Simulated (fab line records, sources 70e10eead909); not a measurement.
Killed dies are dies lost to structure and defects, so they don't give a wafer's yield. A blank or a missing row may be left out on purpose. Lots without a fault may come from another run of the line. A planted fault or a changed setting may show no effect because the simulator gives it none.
Chamber matching | flow nand_harc | NHARC_P_M2_PRE_CLEAN_32 on pecvd-04: 3 sister chambers
The step time 12 s. 3 wafers are shown with their chamber, then 12 later ones without.

WAFERS WITH THEIR CHAMBER
wafer  | chamber | heater_power_w (W)
L091.2 | 1       | 770
L091.3 | 2       | 692
L091.4 | 0       | 546

WAFERS WITHOUT THEIR CHAMBER
wafer  | heater_power_w (W)
L092.1 | 675
L092.2 | 724
L092.4 | 663
L095.2 | 732
L095.3 | 765
L095.6 | 707
L097.2 | 739
L097.3 | 727
L097.5 | 751
L096.3 | 695
L096.4 | 551
L096.6 | 690

WHICH CHAMBER EACH WENT THROUGH
wafer  | from the rows above     | in truth
L092.1 | 2                       | 2
L092.2 | can't be placed: 2 or 1 | 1
L092.4 | 2                       | 2
L095.2 | can't be placed: 1 or 2 | 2
L095.3 | 1                       | 1
L095.6 | 2                       | 2
L097.2 | can't be placed: 1 or 2 | 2
L097.3 | can't be placed: 2 or 1 | 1
L097.5 | can't be placed: 1 or 2 | 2
L096.3 | 2                       | 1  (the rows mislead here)
L096.4 | 0                       | 0
L096.6 | 2                       | 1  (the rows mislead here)
Placed correctly: 5 of 12. Can't be placed from these rows: 5 (the true chamber is among the candidates in 5). Placed wrongly: 2.
How it was worked out, from the rows above alone: a wafer's distance from a chamber is the root of the sum, over the readings, of the square of ((its reading less the chamber's mean) divided by the reading's scatter). The wafer belongs to the nearest chamber; if the next one is less than 2 further off, it can't be placed. A chamber's mean is the mean of its shown wafers. The scatter: with one shown wafer a chamber, the root of the mean of the squares of how far each hidden wafer lies from its nearest shown one.
